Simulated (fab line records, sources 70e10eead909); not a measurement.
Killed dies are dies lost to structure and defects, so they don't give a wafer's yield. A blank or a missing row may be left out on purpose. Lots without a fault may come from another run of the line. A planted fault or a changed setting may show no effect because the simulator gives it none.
fab line records | flow nand_harc
record lots=11 wafers=33 last_day=33
route steps=1302 shown A_CHANNEL_HOLE_D2@570 END@1302
lots that met no fault: from a run of the same line without faults
start_h: hours from the record's first day to the start of the lot's first wafer shown | wait_h: hours since the lot's step before | " the same as in the row above | L1.1+2: a row that stands for several wafers | - no value, or no start given | * or withheld: withheld | < > ~ a bound
route shown NAME@n: a module of which the file shows steps, and the number in the route of the first | usual: mean/standard deviation of fault-free wafers | same: alike in all rows | chamber/n: place in a boat | sites: the reading at each site | _std_site: their standard deviation | _edge_site: outer sites' mean less inner sites' | radius_mm: how far each site lies from the wafer's centre | mask NAME#n: copy n | behind: the tool/chamber that last shaped the wafer | hold: why the lot was held/for how many hours/how that ended | device: the transistor (n, p or np) that didn't switch | end of line: the same wafers' tests at the end of the route | a step without rows: its recipe alone | killed: dies lost to structure and defects at the first sort, not the wafer's yield | map: a wafer's dies, x killed, . not, _ none there
set.NAME: the setting as run; set.NAME@STEP: as run at that earlier step | model.NAME: the simulator's own value behind a step, which no gauge read
steps of the route over a sample of lots; a table a step, a row a wafer
services: from which hour (start_h, from the record's first day; less than 0 if before it) a tool's chamber was out of use, for how many hours, and why
## steps
# step NHARC_A_CHANNEL_HOLE_D2_DEP_00
# recipe target_thk_a=31000 temp_c=400 material=aC
# usual throttle_valve_pct=34.999/0.0092
# columns lot.wafer tool chamber start_h wait_h throttle_valve_pct
L334.1 acl_dep-03 0 378.84 4.5 35.003
L334.3 " 0 " " 35.006
L334.6 " 0 " " 35.017
L332.2 acl_dep-02 0 379.99 5.6 35.005
L332.4 " 0 " " 35.005
L332.5 " 0 " " 34.999
L333.1 acl_dep-01 0 388.07 0.1 34.997
L333.2 " 0 " " 34.985
L333.4 " 0 " " 35.008
L335.2 acl_dep-01 0 403.66 2.3 34.979
L335.5 " 0 " " 34.990
L335.6 " 0 " " 35.010
L338.1 acl_dep-01 0 413.50 0.1 34.979
L338.2 " 0 " " 34.997
L338.6 " 0 415.10 1.7 35.008
L343.1 acl_dep-02 0 458.90 0.1 35.007
L343.2 " 0 " " 35.005
L343.4 " 0 " " 34.994
L344.4 acl_dep-01 0 488.55 1.1 34.999
L344.5 " 0 " " 35.001
L344.6 " 0 " " 34.991
L346.1 acl_dep-02 0 503.48 0.1 35.007
L346.2 " 0 " " 35.002
L346.6 " 0 505.07 1.7 34.994
L345.2 acl_dep-01 0 505.24 1.8 34.997
L345.5 " 0 " " 35.011
L345.6 " 0 " " 34.992
L348.1 acl_dep-01 0 516.53 0.1 34.984
L348.3 " 0 " " 35.002
L348.4 " 0 " " 34.989
L347.1 acl_dep-03 0 517.77 1.3 35.010
L347.2 " 0 " " 34.993
L347.5 " 0 " " 35.003
# step NHARC_A_CHANNEL_HOLE_D2_PEB_08
# recipe peb_temp_c=100 peb_time_s=65
# columns lot.wafer tool chamber start_h wait_h
L334.1+3+6 litho_track-06 0 381.30 0.1
L332.2+4+5 litho_track-06 0 382.24 0.1
L333.1+2+4 litho_track-06 0 390.63 0.1
L335.2+5+6 litho_track-06 0 405.78 0.1
L338.1+2+6 litho_track-01 0 416.08 0.1
L343.1+2+4 litho_track-04 0 461.49 0.1
L344.4+5+6 litho_track-04 0 490.17 0.0
L346.1+2+6 litho_track-06 0 506.05 0.1
L345.2+5+6 litho_track-04 0 507.53 0.1
L348.1+3+4 litho_track-06 0 518.95 0.1
L347.1+2+5 litho_track-06 0 520.33 0.1
# step NHARC_A_CHANNEL_HOLE_D2_CD_MEAS_10
# recipe target_cd_nm=100 landing_energy_ev=500
# usual cd_nm=100.0/0.54
# columns lot.wafer tool chamber start_h wait_h cd_nm
L334.1 cd_sem-01 0 381.37 - 100.2
L334.3 " 0 " " 100.4
L334.6 " 0 " " 100.8
L332.2 cd_sem-02 0 382.32 - 105.1
L332.4 " 0 " " 105.6
L332.5 " 0 " " 105.0
L333.1 cd_sem-03 0 390.71 - 104.7
L333.2 " 0 " " 104.7
L333.4 " 0 " " 104.5
L335.2 cd_sem-02 0 405.86 - 104.5
L335.5 " 0 " " 104.5
L335.6 " 0 " " 104.3
L338.1 cd_sem-01 0 416.16 - 99.5
L338.2 " 0 " " 100.3
L338.6 " 0 " " 100.4
L343.1 cd_sem-02 0 461.57 - 99.6
L343.2 " 0 " " 98.9
L343.4 " 0 " " 98.8
L344.4 cd_sem-01 0 490.26 - 99.8
L344.5 " 0 " " 99.3
L344.6 " 0 " " 99.5
L346.1 cd_sem-01 0 506.13 - 100.1
L346.2 " 0 " " 100.4
L346.6 " 0 " " 100.8
L345.2 cd_sem-01 0 507.61 - 99.4
L345.5 " 0 " " 99.8
L345.6 " 0 " " 100.0
L348.1 cd_sem-03 0 519.03 - 100.2
L348.3 " 0 " " 99.6
L348.4 " 0 " " 100.2
L347.1 cd_sem-01 0 520.41 - 100.2
L347.2 " 0 " " 100.5
L347.5 " 0 " " 100.7
# step NHARC_A_CHANNEL_HOLE_D2_INSPECT_12
# usual raw_defect_count=34/24
# columns lot.wafer tool chamber start_h wait_h raw_defect_count
L334.1 defect_inspect-01 - 388.10 6.6 50
L334.3 " - " " 57
L334.6 " - " " 56
L332.2 defect_inspect-01 - 388.16 5.7 6
L332.4 " - " " 8
L332.5 " - " " 15
L333.1 defect_inspect-01 - 390.84 0.0 8
L333.2 " - " " 9
L333.4 " - " " 10
L335.2 defect_inspect-01 - 405.98 0.0 49
L335.5 " - " " 65
L335.6 " - " " 58
L338.1 defect_inspect-02 - 416.28 0.0 52
L338.2 " - " " 67
L338.6 " - " " 39
L343.1 defect_inspect-01 - 461.69 0.0 17
L343.2 " - " " 14
L343.4 " - " " 16
L344.4 defect_inspect-01 - 490.38 0.0 15
L344.5 " - " " 15
L344.6 " - " " 15
L346.1 defect_inspect-01 - 506.25 0.0 3
L346.2 " - " " 5
L346.6 " - " " 0
L345.2 defect_inspect-02 - 507.73 0.0 15
L345.5 " - " " 12
L345.6 " - " " 20
L348.1 defect_inspect-01 - 519.15 0.0 18
L348.3 " - " " 28
L348.4 " - " " 11
L347.1 defect_inspect-01 - 520.53 0.0 3
L347.2 " - " " 4
L347.5 " - " " 4
# step NHARC_A_CHANNEL_HOLE_D2_ETCH_38
# recipe target_depth_a=390 over_etch_frac=0.3 time_s=65 ion_energy_ev=80 cf4_flow_sccm=150 ar_flow_sccm=0 rf_w=300 bias_w=100 chemistry=CF4
# usual drypump_motor_current_A=5.9/0.3 oes_product_au=0.997/0.01 rf_vpp_V=150.5/1.2 showerhead_plenum_p_Torr=1.72/0.055 throttle_valve_pct=13.283/0.0098
# columns lot.wafer tool chamber start_h wait_h drypump_motor_current_A oes_product_au rf_hours_counter_h rf_vpp_V showerhead_plenum_p_Torr throttle_valve_pct
L334.1 rie_diel-02 3 388.26 0.1 5.6 1.000 7.0 149.3 1.69 13.291
L334.3 " 0 " " 5.8 0.995 7.0 152.5 1.74 13.300
L334.6 " 3 " " 5.6 0.999 - 151.9 1.69 13.281
L332.2 rie_diel-06 3 388.35 0.1 5.5 0.999 4.0 149.1 1.67 13.286
L332.5 " 2 " " 5.8 0.980 - 150.4 1.68 13.287
L332.4 " 3 " " 5.5 0.995 - 149.2 1.67 13.283
L333.1 rie_diel-06 1 390.99 0.1 5.7 0.991 3.2 149.3 1.66 13.278
L333.2 " 2 " " 5.8 0.997 4.1 148.3 1.68 13.265
L333.4 " 3 " " 5.5 0.997 4.7 151.4 1.67 13.272
L335.2 rie_diel-02 3 406.13 0.1 5.6 0.980 0.1 150.0 1.69 13.293
L335.6 " 3 " " 5.6 0.989 - 149.5 1.69 13.262
L335.5 " 0 " " 5.8 0.992 - 150.6 1.74 13.289
L338.1 rie_diel-06 3 416.44 0.1 5.5 0.992 5.5 150.4 1.67 13.294
L338.2 " 0 " " 5.9 1.021 6.8 151.1 1.67 13.281
L338.6 " 2 " " 5.8 1.003 - 150.2 1.68 13.290
L343.4 rie_diel-06 0 461.84 0.1 5.9 1.027 9.5 151.1 1.67 13.283
L343.2 " 1 " " 5.7 1.003 8.1 149.3 1.66 13.269
L343.1 " 2 " " 5.8 1.005 8.5 149.2 1.68 13.301
L344.4 rie_diel-12 1 490.53 0.1 6.1 1.015 1.5 150.2 1.75 13.279
L344.5 " 3 " " 6.4 1.005 - 152.0 1.83 13.295
L344.6 " 0 " " 5.9 0.988 - 152.7 1.86 13.287
L346.1 rie_diel-02 0 506.48 0.1 5.8 1.001 5.8 150.1 1.74 13.277
L346.2 " 1 " " 5.6 0.986 5.0 151.2 1.72 13.288
L346.6 " 3 " " 5.5 0.991 - 149.8 1.69 13.266
L345.2 rie_diel-12 3 507.89 0.1 6.4 1.003 2.8 152.5 1.83 13.271
L345.6 " 1 " " 6.1 1.012 - 151.4 1.75 13.301
L345.5 " 2 " " 6.6 1.001 - 149.5 1.71 13.284
L348.1 rie_diel-02 0 519.33 0.1 5.8 1.011 6.7 152.0 1.74 13.275
L348.3 " 1 " " 5.6 0.997 5.9 151.0 1.72 13.265
L348.4 " 3 " " 5.6 0.995 - 149.2 1.69 13.277
L347.1 rie_diel-06 1 520.69 0.1 5.7 0.995 0.6 150.8 1.65 13.288
L347.2 " 2 " " 5.8 0.981 0.6 150.3 1.68 13.285
L347.5 " 0 " " 5.9 1.016 - 149.7 1.67 13.279
# step NHARC_A_CHANNEL_HOLE_D2_CD_MEAS_31
# usual cd_nm=89.9/1.3
# columns lot.wafer tool chamber start_h wait_h cd_nm
L334.1 cd_sem-02 - 394.88 - 90.2
L334.3 " - " " 90.5
L334.6 " - " " 91.3
L332.2 cd_sem-03 - 399.20 - 94.3
L332.4 " - " " 93.9
L332.5 " - " " 95.2
L333.1 cd_sem-03 - 400.64 - 94.9
L333.2 " - " " 94.4
L333.4 " - " " 94.6
L335.2 cd_sem-03 - 416.42 - 94.4
L335.5 " - " " 95.1
L335.6 " - " " 95.0
L338.1 cd_sem-02 - 428.06 - 88.8
L338.2 " - " " 90.5
L338.6 " - " " 90.5
L343.1 cd_sem-01 - 470.76 - 90.3
L343.2 " - " " 88.4
L343.4 " - " " 88.6
L344.4 cd_sem-01 - 497.30 - 90.3
L344.5 " - " " 88.5
L344.6 " - " " 90.3
L346.1 cd_sem-01 - 516.39 - 92.4
L346.2 " - " " 92.7
L346.6 " - " " 91.6
L345.2 cd_sem-01 - 516.89 - 88.8
L345.5 " - " " 89.1
L345.6 " - " " 90.1
L348.1 cd_sem-02 - 526.09 - 89.4
L348.3 " - " " 88.7
L348.4 " - " " 87.8
L347.1 cd_sem-02 - 527.45 - 91.2
L347.2 " - " " 92.0
L347.5 " - " " 92.0
# step NHARC_A_CHANNEL_HOLE_D2_XSEM_32
# recipe landing_energy_ev=35000
# usual bot_cd_nm=74.4/1.5 bow_nm=8.59/0.29 tilt_deg=0.07/0.035
# columns lot.wafer tool chamber start_h wait_h bot_cd_nm bow_nm tilt_deg
L334.1 xsem-01 0 394.97 0.1 75.6 8.83 0.02
L334.3 " 0 " " 75.0 8.83 0.02
L334.6 " 0 " " 75.6 8.87 0.02
L332.2 xsem-02 0 399.29 0.1 78.8 8.70 0.13
L332.4 " 0 " " 77.9 8.67 0.13
L332.5 " 0 " " 79.7 8.66 0.13
L333.1 xsem-01 0 400.72 0.1 79.5 8.15 0.05
L333.2 " 0 " " 78.1 8.16 0.05
L333.4 " 0 " " 79.0 8.12 0.05
L335.2 xsem-01 0 416.51 0.1 78.8 8.58 0.08
L335.5 " 0 " " 79.6 8.52 0.09
L335.6 " 0 " " 80.1 8.57 0.08
L338.1 xsem-01 0 428.15 0.1 72.4 8.34 0.05
L338.2 " 0 " " 74.3 8.51 0.05
L338.6 " 0 " " 73.7 8.43 0.05
L343.1 xsem-01 0 470.84 0.1 74.2 8.26 0.00
L343.2 " 0 " " 72.5 8.23 0.00
L343.4 " 0 " " 73.6 8.26 0.00
L344.4 xsem-02 0 497.40 0.1 74.9 8.41 0.02
L344.5 " 0 " " 73.5 8.38 0.02
L344.6 " 0 " " 75.1 8.40 0.02
L346.1 xsem-02 0 516.48 0.1 76.8 8.59 0.06
L346.2 " 0 " " 77.6 8.60 0.06
L346.6 " 0 " " 75.6 8.61 0.06
L345.2 xsem-01 0 516.99 0.1 73.0 8.83 0.10
L345.5 " 0 " " 73.1 8.76 0.10
L345.6 " 0 " " 73.9 8.76 0.10
L348.1 xsem-02 0 526.18 0.1 74.3 8.84 0.10
L348.3 " 0 " " 72.9 8.84 0.11
L348.4 " 0 " " 73.1 8.75 0.10
L347.1 xsem-01 0 527.53 0.1 75.7 8.81 0.04
L347.2 " 0 " " 77.0 8.75 0.04
L347.5 " 0 " " 76.3 8.77 0.04
# step NHARC_END_SORT_01
# recipe temp_c=25
# usual killed_at_array=59/19 killed_at_other=1.0/1.1 killed_at_periphery=3.8/2.4 killed_dies=64/19 killed_open=3.3/2 killed_short=2.4/1.6
# same gross_dies=677
# columns lot.wafer tool chamber start_h wait_h killed_at_array killed_at_other killed_at_periphery killed_dies killed_open killed_short
L334.1 prober-01 0 654.61 2.5 84 0 4 88 2 3
L334.3 prober-01 0 656.18 3.1 79 0 2 81 4 4
L334.6 prober-01 0 658.53 3.9 74 0 0 74 1 0
L332.2 prober-02 0 670.21 2.8 33 1 2 36 5 3
L332.4 prober-02 0 671.81 3.4 21 0 2 23 2 1
L332.5 prober-02 0 672.61 3.7 31 1 3 35 3 4
L335.2 prober-02 0 678.42 2.8 48 2 8 58 3 3
L335.5 prober-02 0 680.76 3.6 54 2 4 60 2 3
L335.6 prober-02 0 681.54 3.9 57 1 6 64 1 3
L333.1 prober-02 0 685.39 2.6 41 2 9 52 3 2
L333.2 prober-02 0 686.20 2.8 49 1 9 59 4 3
L333.4 prober-02 0 687.80 3.4 53 0 7 60 3 4
L338.1 prober-01 0 691.21 2.5 75 1 0 76 0 5
L338.2 prober-01 0 692.01 2.8 62 2 5 69 0 1
L338.6 prober-01 0 695.22 4.0 53 0 2 55 6 2
L343.1 prober-02 0 745.44 2.5 24 1 5 30 3 3
L343.2 prober-02 0 746.24 2.8 30 2 0 32 6 2
L343.4 prober-02 0 747.85 3.4 24 1 4 29 2 0
L344.4 prober-02 0 755.75 3.4 32 2 2 36 4 3
L344.5 prober-02 0 756.55 3.7 37 1 5 43 3 2
L344.6 prober-02 0 757.36 4.0 37 0 2 39 2 4
L346.1 prober-01 0 771.46 2.5 41 2 2 45 1 3
L346.2 prober-01 0 772.25 2.8 47 1 2 50 5 1
L346.6 prober-01 0 775.44 4.0 32 2 7 41 4 4
L345.2 prober-02 0 775.98 2.8 53 0 7 60 1 3
L345.5 prober-02 0 778.40 3.7 60 0 8 68 3 1
L345.6 prober-02 0 779.21 4.0 53 2 6 61 5 3
L347.1 prober-01 0 786.70 2.5 79 2 0 81 2 1
L347.2 prober-01 0 787.51 2.8 78 2 3 83 4 3
L347.5 prober-01 0 789.95 3.7 59 0 4 63 2 1
L348.1 prober-02 0 786.76 2.5 63 0 4 67 4 2
L348.3 prober-02 0 788.35 3.1 59 1 4 64 3 3
L348.4 prober-02 0 789.15 3.4 50 2 6 58 6 2
# killed by level:class
L334.1 A_CHANNEL_HOLE_D1:chamber_film_flake=29 A_SLIT:chamber_film_flake=25 A_CHANNEL_HOLE_D2:chamber_film_flake=10 A_CONTACT:chamber_film_flake=8 A_BONDPAD:chamber_film_flake=4 A_STAIRCASE:chamber_film_flake=3 P_GATE:geometric_particle:open=1 P_BONDPAD:geometric_particle:short=1
L334.3 A_CHANNEL_HOLE_D1:chamber_film_flake=28 A_SLIT:chamber_film_flake=23 A_CHANNEL_HOLE_D2:chamber_film_flake=10 A_STAIRCASE:chamber_film_flake=4 A_M1:geometric_particle:short=2 A_CONTACT:chamber_film_flake=2 A_SGD_CUT:chamber_film_flake=2 A_WL_FILL:chamber_film_flake=2
L334.6 A_SLIT:chamber_film_flake=28 A_CHANNEL_HOLE_D1:chamber_film_flake=23 A_CONTACT:chamber_film_flake=7 A_CHANNEL_HOLE_D2:chamber_film_flake=6 A_STAIRCASE:chamber_film_flake=3 A_SGD_CUT:chamber_film_flake=3 A_BONDPAD:chamber_film_flake=3 A_CHANNEL_HOLE_D1:geometric_particle:open=1
L332.2 A_CHANNEL_HOLE_D2:chamber_film_flake=16 A_STAIRCASE:chamber_film_flake=4 A_CONTACT:chamber_film_flake=3 A_ONON_D1:geometric_particle:short=2 P_M0:geometric_particle:open=1 A_CHANNEL_FILL_D1:geometric_particle:open=1 A_CHANNEL_FILL_D2:geometric_particle:open=1 A_WL_FILL:geometric_particle:open=1
L332.4 A_CHANNEL_HOLE_D2:chamber_film_flake=12 A_CONTACT:chamber_film_flake=5 A_CHANNEL_HOLE_D1:chamber_film_flake=2 P_CONTACT:geometric_particle:open=1 P_CONTACT:geometric_particle:short=1 A_CHANNEL_FILL_D1:geometric_particle:open=1 A_SLIT:chamber_film_flake=1
L332.5 A_CHANNEL_HOLE_D2:chamber_film_flake=14 A_CHANNEL_HOLE_D1:chamber_film_flake=9 A_CONTACT:chamber_film_flake=3 A_M0:geometric_particle:open=2 P_GATE:geometric_particle:short=1 P_M0:geometric_particle:open=1 P_M2:geometric_particle:short=1 A_ONON_D1:geometric_particle:short=1
L335.2 A_CHANNEL_HOLE_D1:chamber_film_flake=31 A_CHANNEL_HOLE_D2:chamber_film_flake=5 P_GATE:chamber_film_flake=3 A_SLIT:chamber_film_flake=3 A_CONTACT:chamber_film_flake=3 P_ZERO_WELL:chamber_film_flake=2 P_M0:geometric_particle:short=1 P_M2:geometric_particle:open=1
L335.5 A_CHANNEL_HOLE_D1:chamber_film_flake=38 A_STAIRCASE:chamber_film_flake=5 A_CHANNEL_HOLE_D2:chamber_film_flake=3 A_CONTACT:chamber_film_flake=3 A_CHANNEL_HOLE_D1:geometric_particle:short=2 P_CONTACT:chamber_film_flake=2 P_M1:geometric_particle:open=1 A_ONON_D2:geometric_particle:short=1
L335.6 A_CHANNEL_HOLE_D1:chamber_film_flake=41 A_CONTACT:chamber_film_flake=4 A_M0:chamber_film_flake=3 P_CONTACT:chamber_film_flake=2 A_CHANNEL_HOLE_D2:chamber_film_flake=2 P_M0:geometric_particle:short=1 A_ONON_D1:geometric_particle:open=1 A_CHANNEL_HOLE_D2:geometric_particle:short=1
L333.1 A_SLIT:chamber_film_flake=20 A_CONTACT:chamber_film_flake=5 A_CHANNEL_HOLE_D1:chamber_film_flake=4 A_STAIRCASE:chamber_film_flake=3 P_M0:chamber_film_flake=3 P_M2:chamber_film_flake=3 A_ZERO_WELL:chamber_film_flake=2 A_CHANNEL_HOLE_D2:unspecified=2
L333.2 A_SLIT:chamber_film_flake=33 P_M2:chamber_film_flake=4 A_CHANNEL_HOLE_D1:chamber_film_flake=4 A_CHANNEL_HOLE_D2:unspecified=3 P_M0:geometric_particle:open=2 A_STAIRCASE:chamber_film_flake=2 A_CONTACT:chamber_film_flake=2 P_CONTACT:geometric_particle:open=1
L333.4 A_SLIT:chamber_film_flake=36 A_CHANNEL_HOLE_D1:chamber_film_flake=6 P_M0:chamber_film_flake=2 A_CONTACT:chamber_film_flake=2 P_M0:geometric_particle:short=1 A_ONON_D1:geometric_particle:short=1 A_DECK1_JOINT:geometric_particle:open=1 A_CHANNEL_HOLE_D2:geometric_particle:short=1
L338.1 A_CHANNEL_HOLE_D1:chamber_film_flake=31 A_CHANNEL_HOLE_D2:chamber_film_flake=26 A_CONTACT:chamber_film_flake=6 A_STAIRCASE:chamber_film_flake=5 A_SLIT:chamber_film_flake=2 A_ONON_D1:geometric_particle:short=1 A_CHANNEL_FILL_D2:geometric_particle:short=1 A_SGD_CUT:geometric_particle:short=1
L338.2 A_CHANNEL_HOLE_D1:chamber_film_flake=37 A_CHANNEL_HOLE_D2:chamber_film_flake=15 A_CONTACT:chamber_film_flake=5 A_STAIRCASE:chamber_film_flake=3 P_ZERO_WELL:chamber_film_flake=2 HYBRID_BOND:chamber_film_flake=2 A_SLIT:chamber_film_flake=2 P_CONTACT:geometric_particle:short=1
L338.6 A_CHANNEL_HOLE_D1:chamber_film_flake=26 A_CHANNEL_HOLE_D2:chamber_film_flake=14 A_SLIT:chamber_film_flake=5 P_CONTACT:geometric_particle:open=2 A_STAIRCASE:chamber_film_flake=2 A_SOURCE_PLATE:geometric_particle:open=1 A_ONON_D1:geometric_particle:open=1 A_CHANNEL_FILL_D2:geometric_particle:open=1
L343.1 A_CHANNEL_HOLE_D1:chamber_film_flake=9 A_SLIT:chamber_film_flake=6 P_ZERO_WELL:chamber_film_flake=2 A_DECK1_JOINT:chamber_film_flake=2 A_CONTACT:chamber_film_flake=2 P_STI:geometric_particle:short=1 P_GATE:geometric_particle:open=1 A_SOURCE_PLATE:geometric_particle:short=1
L343.2 A_CHANNEL_HOLE_D1:chamber_film_flake=10 A_SLIT:chamber_film_flake=6 A_CONTACT:chamber_film_flake=3 A_M0:geometric_particle:open=2 A_WL_FILL:chamber_film_flake=2 A_ONON_D1:geometric_particle:short=1 A_CHANNEL_FILL_D1:geometric_particle:open=1 A_DECK1_JOINT:geometric_particle:open=1
L343.4 A_CHANNEL_HOLE_D1:chamber_film_flake=12 A_SLIT:chamber_film_flake=5 P_M0:geometric_particle:open=2 P_GATE:chamber_film_flake=2 A_CHANNEL_HOLE_D2:chamber_film_flake=2 A_CONTACT:chamber_film_flake=2 A_DECK1_JOINT:chamber_film_flake=1 A_WL_FILL:chamber_film_flake=1
L344.4 A_SLIT:chamber_film_flake=7 A_CHANNEL_HOLE_D1:chamber_film_flake=6 A_CHANNEL_HOLE_D2:chamber_film_flake=5 A_STAIRCASE:chamber_film_flake=3 A_CHANNEL_FILL_D1:chamber_film_flake=3 A_WL_FILL:geometric_particle:short=2 A_CONTACT:chamber_film_flake=2 THIN_TSV:chamber_film_flake=2
L344.5 A_CHANNEL_HOLE_D1:chamber_film_flake=12 A_STAIRCASE:chamber_film_flake=8 A_CHANNEL_HOLE_D2:chamber_film_flake=5 A_SLIT:chamber_film_flake=4 P_ZERO_WELL:chamber_film_flake=2 P_GATE:chamber_film_flake=2 A_CHANNEL_FILL_D1:chamber_film_flake=2 A_ONON_D1:geometric_particle:short=1
L344.6 A_CHANNEL_HOLE_D1:chamber_film_flake=9 A_CHANNEL_HOLE_D2:chamber_film_flake=9 A_SLIT:chamber_film_flake=9 A_STAIRCASE:chamber_film_flake=3 P_GATE:geometric_particle:open=1 A_ONON_D1:geometric_particle:short=1 A_CHANNEL_HOLE_D1:geometric_particle:short=1 A_CHANNEL_FILL_D2:geometric_particle:short=1
L346.1 A_SLIT:chamber_film_flake=27 A_DECK1_JOINT:chamber_film_flake=4 A_CONTACT:chamber_film_flake=3 A_ONON_D2:geometric_particle:short=2 A_M1:chamber_film_flake=2 A_ONON_D2:geometric_particle:open=1 P_STI:chamber_film_flake=1 P_GATE:chamber_film_flake=1
L346.2 A_SLIT:chamber_film_flake=29 A_CONTACT:chamber_film_flake=6 A_M1:chamber_film_flake=5 A_ONON_D2:geometric_particle:open=2 A_ONON_D1:geometric_particle:open=1 A_ONON_D1:geometric_particle:short=1 A_CHANNEL_HOLE_D1:geometric_particle:open=1 A_CHANNEL_FILL_D2:geometric_particle:open=1
L346.6 A_SLIT:chamber_film_flake=24 A_CONTACT:chamber_film_flake=3 P_M0:geometric_particle:short=2 THIN_TSV:chamber_film_flake=2 P_GATE:geometric_particle:open=1 P_M0:geometric_particle:open=1 P_M2:geometric_particle:short=1 A_ONON_D1:geometric_particle:short=1
L345.2 A_CHANNEL_HOLE_D2:chamber_film_flake=17 A_CONTACT:chamber_film_flake=12 A_SLIT:chamber_film_flake=10 A_CHANNEL_HOLE_D1:chamber_film_flake=7 P_M1:chamber_film_flake=4 A_STAIRCASE:chamber_film_flake=4 P_M0:geometric_particle:short=1 A_CHANNEL_FILL_D1:geometric_particle:open=1
L345.5 A_CHANNEL_HOLE_D2:chamber_film_flake=26 A_CONTACT:chamber_film_flake=10 A_SLIT:chamber_film_flake=9 A_CHANNEL_HOLE_D1:chamber_film_flake=8 P_STI:chamber_film_flake=4 P_M1:chamber_film_flake=3 A_STAIRCASE:chamber_film_flake=3 A_ONON_D2:geometric_particle:open=2
L345.6 A_CHANNEL_HOLE_D2:chamber_film_flake=21 A_CHANNEL_HOLE_D1:chamber_film_flake=13 A_CONTACT:chamber_film_flake=9 A_SLIT:chamber_film_flake=6 P_M1:chamber_film_flake=2 P_CONTACT:geometric_particle:short=1 P_CONTACT:geometric_particle:open=1 P_M0:geometric_particle:open=1
L347.1 A_SLIT:chamber_film_flake=34 A_CHANNEL_HOLE_D2:chamber_film_flake=25 A_CONTACT:chamber_film_flake=7 A_CHANNEL_FILL_D2:chamber_film_flake=4 A_STAIRCASE:chamber_film_flake=3 A_M0:chamber_film_flake=3 THIN_TSV:chamber_film_flake=2 A_CHANNEL_FILL_D2:geometric_particle:open=1
L348.1 A_SLIT:chamber_film_flake=38 A_CHANNEL_HOLE_D1:chamber_film_flake=14 A_CONTACT:chamber_film_flake=3 P_ZERO_WELL:chamber_film_flake=2 P_GATE:geometric_particle:open=1 A_DECK1_JOINT:geometric_particle:open=1 A_ONON_D2:geometric_particle:open=1 A_ONON_D2:geometric_particle:short=1
L347.2 A_CHANNEL_HOLE_D2:chamber_film_flake=31 A_SLIT:chamber_film_flake=27 A_CONTACT:chamber_film_flake=7 A_STAIRCASE:chamber_film_flake=3 A_M0:chamber_film_flake=3 A_BLC:geometric_particle:open=2 THIN_TSV:chamber_film_flake=2 P_GATE:geometric_particle:short=1
L348.3 A_SLIT:chamber_film_flake=28 A_CHANNEL_HOLE_D1:chamber_film_flake=18 A_CONTACT:chamber_film_flake=6 A_BLC:geometric_particle:open=2 P_ZERO_WELL:chamber_film_flake=2 P_STI:chamber_film_flake=2 A_WL_FILL:geometric_particle:short=1 A_CONTACT:geometric_particle:open=1
L348.4 A_SLIT:chamber_film_flake=28 A_CHANNEL_HOLE_D1:chamber_film_flake=9 P_M0:chamber_film_flake=3 A_STAIRCASE:chamber_film_flake=3 A_CONTACT:chamber_film_flake=3 A_CHANNEL_FILL_D1:geometric_particle:open=2 THIN_TSV:chamber_film_flake=2 P_M0:geometric_particle:open=1
L347.5 A_SLIT:chamber_film_flake=22 A_STAIRCASE:chamber_film_flake=12 A_CHANNEL_HOLE_D2:chamber_film_flake=11 A_CONTACT:chamber_film_flake=8 P_M0:chamber_film_flake=2 A_CHANNEL_FILL_D2:chamber_film_flake=2 P_M0:geometric_particle:open=1 A_DECK1_JOINT:geometric_particle:short=1
## services
# columns tool chamber start_h hours kind
rie_diel-06 0 365.20 - clean
rie_diel-06 1 365.20 - clean
rie_diel-06 2 365.20 - clean
rie_diel-12 1 365.95 14.2 repair
acl_dep-01 - 366.88 13.0 pm
xsem-01 - 374.00 14.0 pm
rie_diel-06 1 374.85 14.9 repair
litho_track-04 - 378.00 7.0 pm
rie_diel-06 3 392.61 16.5 repair
rie_diel-02 - 393.70 9.0 pm
rie_diel-12 2 395.01 4.2 repair
acl_dep-02 - 422.42 13.0 pm
rie_diel-12 - 445.42 9.0 pm
acl_dep-02 - 450.93 3.9 repair
rie_diel-02 1 455.86 5.6 repair
rie_diel-06 - 473.57 0.4 repair
rie_diel-06 2 475.67 1.4 repair
rie_diel-12 1 481.06 1.9 repair
acl_dep-03 - 482.04 13.0 pm
rie_diel-06 - 484.20 9.0 pm
rie_diel-02 3 493.72 4.7 repair
rie_diel-02 2 493.90 59.7 repair
rie_diel-12 2 494.14 8.8 repair
litho_track-01 - 505.00 7.0 pm
## key
first_sign step=NHARC_A_CHANNEL_HOLE_D2_CD_MEAS_10 reading=cd_nm direction=up sigmas=8.8 usual=100.0 struck=104.8
effect step=NHARC_A_CHANNEL_HOLE_D2_CD_MEAS_31 reading=cd_nm direction=up sigmas=3.7 usual=89.9 struck=94.6
effect step=NHARC_A_CHANNEL_HOLE_D2_XSEM_32 reading=bot_cd_nm direction=up sigmas=3.1 usual=74.4 struck=79.0
met_at NHARC_A_CHANNEL_HOLE_D2_PEB_08
struck_lots L332,L333,L335
tester_left_out L332,L333,L335
not_acting_at NHARC_A_CHANNEL_HOLE_D2_DEP_00,NHARC_A_CHANNEL_HOLE_D2_INSPECT_12,NHARC_A_CHANNEL_HOLE_D2_ETCH_38
onset_between 381.30 382.24
fault kind=process_parameter_drift tool=litho_track-06 chamber=- onset_h=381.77 steps=NHARC_A_CHANNEL_HOLE_D2_PEB_08 channel=peb_time_s offset=* shape=step end_h=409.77 acts_in=* stated=*
# tester_left_out: of these lots the tester's yield and bins aren't shown, on N5 and GAA mostly nor the transistor test; their killed dies are dies lost to structure and defects alone, not to doping, threshold or leakage, so they don't give the yield
